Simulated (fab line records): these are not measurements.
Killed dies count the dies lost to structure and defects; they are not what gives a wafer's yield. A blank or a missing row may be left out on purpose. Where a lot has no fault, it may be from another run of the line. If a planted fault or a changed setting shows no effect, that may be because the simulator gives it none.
Struck lot and sound lot, side by side / flow n5-finfet / 13 out of 1938 route steps
Sound: these wafers, L863.1, L863.4, L863.6. Wafers L871.2, L871.4, L871.5 were the ones struck. The cause comes at the end.
Per side, at each step with rows, come the tool, then ch with its chambers, and then its first start. Under that, the readings that differ: sound wafers / struck wafers / difference of the means / sigmas: that difference in standard deviations of wafers without a fault.
alike: readings with means less than 2 such deviations apart, plus words and numbers identical on both sides. not compared: withheld readings, readings lacking a value on some wafer, bounds such as >300 that could conceal the same value, and numbers that have no deviation in the record and whose values overlap.
A row with sigmas, a row that says differs or no value, or rows on one side alone: a step with any of these is where the two part. Non-overlapping numbers with no deviation appear without sigmas and do not part them. A reading missing from all wafers of one side parts the sides only when that side holds two or more wafers.

first, 9 steps without rows for these wafers: N5_BEOL_M3_EBR_24; N5_BEOL_M3_SOFTBAKE_23 (time 60 s); N5_BEOL_M3_EXPOSE_25 (exposes mask V2, defocus 5 nm); N5_BEOL_M3_PEB_26 (peb time 60 s); N5_BEOL_M3_DEVELOP_27 (develop time 30 s); N5_BEOL_M3_DESCUM_33 (chemistry O2, time 7 s); N5_BEOL_M3_ETCH_77 (etches underlayer in N2/H2, target depth 6.5 nm, time 5.2 s); N5_BEOL_M3_ETCH_69 (etches SiARC in CF4, target depth 15.6 nm, time 26 s); N5_BEOL_M3_ALD_98 (deposits SiO2, target thk 2.5 nm, pulse time 1 s, co reactant pulse time 1 s).
N5_BEOL_M3_ETCHBACK_99: etches SiO2 in CHF3, target depth 5 nm, time 10.4 s.
  sound on rie-diel-01 ch 2,3, day 8 21:24; struck on rie-diel-01 ch 1,2,3, day 10 18:32
  no value came back on the struck wafers for any of 8 readings (CHF3_flow_sccm (sccm), bias-w (W) and others); on the sound wafers CHF3_flow_sccm (sccm) reads 12.01 11.97 11.97
  not compared: rf-hours-counter-h
then, 1 step without rows for these wafers: N5_BEOL_M3_ETCH_70 (etches SOC in N2/H2, target depth 80 nm, overetch 16 nm, time 120 s).
N5_BEOL_M4_RC_MEAS_101:
  the record has rows for the sound wafers here (prober-02 ch 0, day 9 11:26) and none for the struck ones
-- the record jumps here: 5 days lie between the struck wafers' starts before and after (it left off in module BEOL_M4 and takes up again in module PASSIVATION, whose first step shown is number 1936 of the route) --
N5_PASSIVATION_PROBE_49:
  sound on prober-02, day 13 21:56; struck on prober-02, day 15 17:40
reading=defect-limited-yield (%); sound=92.5 90.5 90.8; struck=0 0 0; difference=-91; sigmas=-65
reading=killed_at_M0_to_M3; sound=23 24 21; struck=1101 1132 1100; difference=+1088; sigmas=+99
reading=killed_at_M4_up; sound=15 25 18; struck=15 4 9; difference=-10; sigmas=-2
reading=killed-dies; sound=88 112 109; struck=1180 1180 1180; difference=+1077; sigmas=+63
reading=killed-on-rim; sound=13 15 19; struck=152 152 152; difference=+136; sigmas=+35
reading=sort_bin_5_function (%); sound=4.4 5.7 5.4; struck=95.8 97.5 95.9; difference=+91.2; sigmas=+96
reading=sort-n-pass; sound=1090 1068 1070; struck=0 0 0; difference=-1076; sigmas=-63
reading=sort-yield-pct (%); sound=92.4 90.5 90.7; struck=0 0 0; difference=-91; sigmas=-61
  alike: killed-at-contacts, killed-at-front-end, killed-at-other, killed-open, killed-short, sort_bin_6_memory, sort_bin_8_speed

WHERE THEY PART
Earliest at N5_BEOL_M3_ETCHBACK_99; latest, in this record, at N5_PASSIVATION_PROBE_49.

WHY: what had been put in by the simulator
Entire step skipped (rie-diel-01, N5_BEOL_M3_ETCHBACK_99), from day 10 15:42 onward. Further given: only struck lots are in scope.
